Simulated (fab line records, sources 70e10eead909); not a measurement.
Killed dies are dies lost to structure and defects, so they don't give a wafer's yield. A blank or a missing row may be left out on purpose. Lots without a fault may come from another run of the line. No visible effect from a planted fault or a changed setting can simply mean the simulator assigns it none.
The tool behind it: which one?    flow nand-harc    Sampling: 11 lots, 33 wafers, 5 of 1302 route steps

## WHAT THE GAUGES READ, wafer by wafer
NHARC_END_SORT_01. Usual: killed-at-array 59, standard deviation 24; killed-at-other 0.7, standard deviation 1.2; killed-at-periphery 3.5, standard deviation 2.6; killed-dies 63, standard deviation 24; killed-open 3.2, standard deviation 2.1; killed-short 2.4, standard deviation 1.5.
lot   measured      on         killed-at-array  killed-at-other  killed-at-periphery  killed-dies  killed-open  killed-short  flag
L159  day 28 12:50  prober-01  39 27 118        1 0 1            2 6 8                42 33 127    1 4 7        3 1 1         
L158  day 28 20:40  prober-01  60 63 128        3 0 0            3 1 3                66 64 131    1 4 3        2 1 1         

## WHICH TOOL RAN EACH LOT (tool, then ch and the chambers of the sampled wafers, then the start)
lot   NHARC_A_STAIRCASE_DESCUM_291        NHARC_A_STAIRCASE_HM_OPEN_460                  NHARC_A_STAIRCASE_ETCH_294                     NHARC_A_STAIRCASE_ALD_415
L149  rie-diel-05 ch 0,2,3, day 17 00:31  rie-diel-05 ch 1,2,3, day 17 14:41 or earlier  rie-diel-05 ch 0,1, day 17 14:41 or earlier    ald-hk-02 ch 1,2, day 17 14:41
L150  rie-diel-05 ch 1,2, day 17 10:52    rie-diel-05 ch 0,1,2, day 17 19:24 or earlier  rie-diel-05 ch 1,3, day 17 19:24 or earlier    ald-hk-03 ch 0,1,3, day 17 19:24
L154  rie-diel-01 ch 1,2, day 19 08:08    rie-diel-01 ch 0,1, day 19 16:19 or earlier    rie-diel-01 ch 0,1, day 19 16:19 or earlier    ald-hk-03 ch 1,2,3, day 19 16:19
L155  rie-diel-01 ch 0,1,3, day 19 10:41  rie-diel-01 ch 0,2,3, day 19 21:26 or earlier  rie-diel-01 ch 0,2,3, day 19 21:26 or earlier  ald-hk-03 ch 2,3, day 19 21:26
L159  rie-diel-01 ch 0,1, day 20 22:28    rie-diel-01 ch 0,1, day 21 10:38 or earlier    rie-diel-01 ch 0,2, day 21 10:38 or earlier    ald-hk-03 ch 0,1,2, day 21 10:38
L158  rie-diel-05 ch 0,2,3, day 21 00:44  rie-diel-05 ch 1,2,3, day 21 12:14 or earlier  rie-diel-05 ch 0,1,3, day 21 12:14 or earlier  ald-hk-03 ch 0,2,3, day 21 12:14
L169  rie-diel-05 ch 0,1, day 25 05:20    rie-diel-05 ch 0,1, day 25 12:38 or earlier    rie-diel-05 ch 0,1,2, day 25 12:38 or earlier  ald-hk-01 ch 1,3, day 25 12:38
L170  rie-diel-01 ch 0,1,3, day 25 05:47  rie-diel-01 ch 0,2,3, day 25 14:26 or earlier  rie-diel-01 ch 0,1,2, day 25 14:26 or earlier  ald-hk-03 ch 0,1,2, day 25 14:26
L168  rie-diel-13 ch 1,2,3, day 25 07:56  rie-diel-13 ch 0,2, day 25 19:11 or earlier    rie-diel-13 ch 0,3, day 25 19:11 or earlier    ald-hk-03 ch 0,2,3, day 25 19:11
L171  rie-diel-13 ch 0,1,3, day 26 00:13  rie-diel-13 ch 1,2,3, day 26 07:41 or earlier  rie-diel-13 ch 1,2,3, day 26 07:41 or earlier  ald-hk-01 ch 0,1,2, day 26 07:41
L172  rie-diel-05 ch 1,2,3, day 26 19:25  rie-diel-05 ch 0,2,3, day 27 02:47 or earlier  rie-diel-05 ch 0,3, day 27 02:47 or earlier    ald-hk-02 ch 0,1, day 27 02:47
- NHARC_A_STAIRCASE_DESCUM_291: chemistry O2, time 3 s.
- NHARC_A_STAIRCASE_HM_OPEN_460: chemistry O2/COS.
- NHARC_A_STAIRCASE_ETCH_294: etches the open film in C4F8/O2/Ar, target depth 4989 nm, time 1211.6 s.
- NHARC_A_STAIRCASE_ALD_415: deposits SiO2, target thk 30 nm, pulse time 6 s, ald cycles 300.

## WHAT THE TOOLS THEMSELVES READ (means of the sampled wafers that have a number; where no wafer has one, the mark that the record gives instead)
NHARC_A_STAIRCASE_DESCUM_291. Usual: drypump-motor-current-A 5.6 A, standard deviation 0.41; oes-product-au 1.005 a.u., standard deviation 0.0087; rf-vpp-V 57.7 V, standard deviation 0.79; showerhead-plenum-p-Torr 1.92 Torr, standard deviation 0.09; throttle-valve-pct 11.312 %, standard deviation 0.009.
lot   tool         drypump-motor-current-A (A)  oes-product-au (a.u.)  rf-vpp-V (V)  showerhead-plenum-p-Torr (Torr)  throttle-valve-pct (%)  flag
L149  rie-diel-05  5.7                          1.003                  57.5          1.94                             11.314                  
L150  rie-diel-05  6.1                          0.991                  57.4          1.79                             11.305                  
L154  rie-diel-01  6.0                          1.013                  58.3          2.04                             11.305                  
L155  rie-diel-01  5.5                          1.010                  57.7          1.95                             11.312                  
L159  rie-diel-01  5.6                          1.001                  57.5          1.96                             11.317                  
L158  rie-diel-05  5.7                          1.001                  57.7          1.93                             11.310                  
L169  rie-diel-05  5.5                          1.003                  58.3          1.96                             11.308                  
L170  rie-diel-01  5.6                          1.001                  57.4          1.94                             11.316                  
L168  rie-diel-13  5.6                          1.009                  57.4          1.85                             11.315                  
L171  rie-diel-13  5.5                          1.001                  57.6          1.82                             11.309                  
L172  rie-diel-05  5.7                          1.006                  58.7          1.94                             11.302                  

NHARC_A_STAIRCASE_HM_OPEN_460. Usual: bias-w 300.2 W, standard deviation 0.82; drypump-motor-current-A 5.6 A, standard deviation 0.4; oes-product-au 1.005 a.u., standard deviation 0.0093; rf-vpp-V 467 V, standard deviation 3; showerhead-plenum-p-Torr 3.12 Torr, standard deviation 0.14; throttle-valve-pct 28.330 %, standard deviation 0.0088.
lot   tool         bias-w (W)  drypump-motor-current-A (A)  oes-product-au (a.u.)  rf-vpp-V (V)  showerhead-plenum-p-Torr (Torr)  throttle-valve-pct (%)  flag
L149  rie-diel-05  300.4       5.7                          1.001                  465           3.04                             28.328                  
L150  rie-diel-05  299.4       5.8                          1.004                  466           3.08                             28.335                  
L154  rie-diel-01  300.0       5.7                          0.995                  468           3.19                             28.337                  
L155  rie-diel-01  301.2       5.5                          1.005                  468           3.17                             28.337                  
L159  rie-diel-01  299.9       5.7                          1.009                  469           3.19                             28.331                  
L158  rie-diel-05  300.8       5.7                          0.995                  465           3.02                             28.330                  
L169  rie-diel-05  299.8       5.4                          1.006                  467           3.07                             28.330                  
L170  rie-diel-01  300.0       5.5                          0.992                  468           3.15                             28.324                  
L168  rie-diel-13  300.3       5.4                          1.011                  463           2.96                             28.332                  
L171  rie-diel-13  300.5       5.6                          1.007                  465           3.02                             28.335                  
L172  rie-diel-05  300.5       5.8                          1.007                  471           3.29                             28.329                  

NHARC_A_STAIRCASE_ETCH_294. Usual: bias-w 3000 W, standard deviation 9.2; oes-product-au 0.937 a.u., standard deviation 0.0081; rf-vpp-V 1827 V, standard deviation 11.
lot   tool         bias-w (W)  oes-product-au (a.u.)  rf-vpp-V (V)  flag
L149  rie-diel-05  3003        0.938                  1824          
L150  rie-diel-05  3005        0.941                  1827          
L154  rie-diel-01  3002        0.928                  1837          
L155  rie-diel-01  2996        0.943                  1831          
L159  rie-diel-01  3001        0.937                  1837          
L158  rie-diel-05  3004        0.938                  1830          
L169  rie-diel-05  3001        0.949                  1820          
L170  rie-diel-01  2999        0.933                  1836          
L168  rie-diel-13  2996        0.941                  1816          
L171  rie-diel-13  3006        0.938                  1819          
L172  rie-diel-05  2995        0.936                  1840          

NHARC_A_STAIRCASE_ALD_415. Usual: heater-power-w 477 W, standard deviation 77; precursor-pulse-height-rel 1.000, standard deviation 0.019; susceptor-temp-C 300.00 C, standard deviation 0.18.
lot   tool       heater-power-w (W)  precursor-pulse-height-rel  susceptor-temp-C (C)  flag
L149  ald-hk-02  440                 0.999                       300.16                
L150  ald-hk-03  433                 1.014                       300.00                
L154  ald-hk-03  527                 0.988                       299.94                
L155  ald-hk-03  528                 0.999                       299.89                
L159  ald-hk-03  511                 1.005                       299.94                
L158  ald-hk-03  512                 1.001                       300.03                
L169  ald-hk-01  433                 1.011                       300.12                
L170  ald-hk-03  500                 0.990                       300.00                
L168  ald-hk-03  506                 1.016                       299.82                
L171  ald-hk-01  490                 0.981                       299.94                
L172  ald-hk-02  489                 0.993                       300.00                

## THE ANSWER, worked out from the rows above alone
Rule: a lot is off if the mean of its wafers that have a number lies more than 3 standard deviations from the usual mean. Also off: a lot with no number at a reading for which 4 or more lots have one. Any other lot the step has rows for is counted as sound. First the gauges in route order, then the tools' own readings, where a lot's mean is used as printed above. The first step at which some lot is off is used, and at that step the reading that is off furthest; a lot without a number counts as furthest.
No lot is off on any of the readings shown, so nothing can be concluded from this.

## WHAT HAD BEEN PUT IN BY THE SIMULATOR
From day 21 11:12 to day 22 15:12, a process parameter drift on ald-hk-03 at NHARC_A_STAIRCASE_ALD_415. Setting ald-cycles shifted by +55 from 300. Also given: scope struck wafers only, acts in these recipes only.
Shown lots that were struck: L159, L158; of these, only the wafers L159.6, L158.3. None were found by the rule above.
